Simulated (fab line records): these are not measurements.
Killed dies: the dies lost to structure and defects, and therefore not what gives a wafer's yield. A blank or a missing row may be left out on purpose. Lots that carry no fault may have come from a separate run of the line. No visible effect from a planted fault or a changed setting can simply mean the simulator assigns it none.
A struck lot beside a sound one | flow n5Finfet | 23 out of 1938 route steps
Sound: wafers L152.1, L152.2, L152.5. Wafers L142.2, L142.4, L142.5 were the ones struck. At the end, the cause is stated.
Per side, at each step with rows, come the tool, then ch with its chambers, and then its first start. Under that, the readings that differ: sound wafers | struck wafers | difference of the means | sigmas: that difference in standard deviations of wafers without a fault.
alike: readings whose means differ by less than 2 such deviations, and words and numbers that are the same on both sides. not compared: withheld readings, readings that some wafer has no value for, bounds like >300 that may hide the same value, and numbers for which the record gives no deviation and whose values overlap.
The two part at a step that has a row with sigmas, a row that says differs or no value, or rows on one side only. Numbers that have no deviation but don't overlap get no sigmas and don't part them. A reading missing from all wafers of one side parts the sides only when that side holds two or more wafers.

first, 9 steps without rows for these wafers: N5_FIN_SAQP_EBR_12; N5_FIN_SAQP_SOFTBAKE_11 (time 60 s); N5_FIN_SAQP_EXPOSE_13 (exposes mask FIN CORE, target cd 35.6 nm); N5_FIN_SAQP_PEB_14 (peb time 60 s); N5_FIN_SAQP_DEVELOP_15 (develop time 30 s); N5_FIN_SAQP_DESCUM_21 (chemistry O2, time 7.9 s); N5_FIN_SAQP_ETCH_51 (etches SiARC in CF4, target depth 45.5 nm, time 75.8 s); N5_FIN_SAQP_ETCH_52 (etches SOC in N2/H2, target depth 100 nm, overetch 20 nm, time 150 s); N5_FIN_SAQP_STRIP_53 (strips in N2/H2).
N5_FIN_SAQP_HM_OPEN_73: chemistry CHF3/O2, target SiO2, stops on a-Si, target depth 12 nm, time 16.8 s.
  sound on rieDiel-03 ch 0,1, day 7 03:40; struck on rieDiel-02 ch 2,3, day 4 15:40
  no value came back on the struck wafers for any of 8 readings (CHF3_flow_sccm (sccm), O2_flow_sccm (sccm) and others); on the sound wafers CHF3_flow_sccm (sccm) reads 50.04 49.83 49.94
reading                                    | sound            | struck            | difference | sigmas
model.SiARC_of_FIN_SAQP_COAT_50.thkNm (nm) | 5.19 5.836 5.787 | 28.85 28.95 28.86 | +23.28     | 
  not compared: rfHoursCounterH
then, 1 step without rows for these wafers: N5_FIN_SAQP_STRIP_74 (strips in CHF3/O2).
N5_FIN_SAQP_MANDREL_ETCH_22: etches a-Si in HBr/Cl2, stops on SiNx, target depth 60 nm, bt time 10 s, time 30 s.
  sound on rieSi-02 ch 0,2, day 7 03:45; struck on rieSi-06 ch 1,2,3, day 4 15:44
reading              | sound             | struck            | difference | sigmas
oesProductAu (a.u.)  | 0.775 0.772 0.777 | 0.299 0.300 0.313 | -0.471     | -34
throttleValvePct (%) | 35.54 35.29 35.55 | 36.69 36.56 36.17 | +1.01      | +4
  alike: biasW, drypumpMotorCurrentA
  not compared: rfHoursCounterH
then, 6 steps without rows for these wafers: N5_FIN_SAQP_STRIP_55 (strips in N2/H2); N5_FIN_SAQP_STRIP_23 (strips in SPM, time 750 s); N5_FIN_SAQP_SRD_66 (time 30 s); N5_FIN_SAQP_RECESS_75 (chemistry HF/NH3, target SiO2, target depth 14.4 nm, afs cycles 3, sublimation time 60 s); N5_FIN_SAQP_SPACER1_ALD_24 (deposits SiO2, target thk 20.3 nm, pulse time 1 s, purge time 2 s); N5_FIN_SAQP_SPACER1_ETCHBACK_25 (etches SiO2 in CHF3/O2, target depth 24.4 nm, time 12.2 s).
N5_FIN_SAQP_MANDREL1_REMOVE_56: chemistry HBr/Cl2/O2, target a-Si, stops on SiNx, bt time 10 s.
  sound on rieSi-06 ch 0,1, day 7 05:41; struck on rieSi-06 ch 0,1,2, day 4 19:01
reading             | sound             | struck            | difference | sigmas
oesProductAu (a.u.) | 0.964 0.993 0.989 | 0.386 0.373 0.368 | -0.606     | -38
  alike: biasW, drypumpMotorCurrentA, throttleValvePct
  not compared: rfHoursCounterH
N5_FIN_SAQP_CD_MEAS_27: the cd target is 20 nm.
  sound on cdSem-01 ch 0, day 7 05:48; struck on cdSem-02 ch 0, day 4 19:08
reading   | sound             | struck | difference                    | sigmas
cdNm (nm) | 20.38 20.26 20.55 | - - -  | no value on the struck wafers | 
then, 1 step without rows for these wafers: N5_FIN_SAQP_ETCH_57 (etches SiNx in CH3F/O2, target depth 32.5 nm, time 46.4 s).
N5_BEOL_M4_RC_MEAS_101:
  the record has rows for the sound wafers here (prober-02 ch 0, day 13 12:07) and none for the struck ones
-- here the record skips 11 days between the struck wafers' starts before and after, leaving off in module BEOL_M4 and picking up in module PASSIVATION (first step shown: number 1936 of the route) --
N5_PASSIVATION_PROBE_49:
  sound on prober-02, day 17 19:04; struck on prober-02, day 15 08:34
reading                 | sound | struck         | difference | sigmas
defectLimitedYield (%)  | 91.9  | 0 0 0          | -92        | -61
killedAtContacts        | 2     | 19 12 18       | +14        | +3
killedAtFrontEnd        | 54    | 1118 1123 1109 | +1063      | +97
killedDies              | 95    | 1180 1180 1180 | +1085      | +64
killedOnRim             | 12    | 152 152 152    | +140       | +39
sort_bin_5_function (%) | 5.1   | 96.7 96.8 96.1 | +91.4      | +99 or more
sortNPass               | 1085  | 0 0 0          | -1085      | -64
sortYieldPct (%)        | 91.9  | 0 0 0          | -92        | -61
  alike: killed_at_M0_to_M3, killed_at_M4_up, killedAtOther, killedOpen, killedShort, sort_bin_6_memory

## WHERE THEY PART
Last at N5_PASSIVATION_PROBE_49 as far as this record goes, first at N5_FIN_SAQP_HM_OPEN_73.

WHY: what had been put in by the simulator
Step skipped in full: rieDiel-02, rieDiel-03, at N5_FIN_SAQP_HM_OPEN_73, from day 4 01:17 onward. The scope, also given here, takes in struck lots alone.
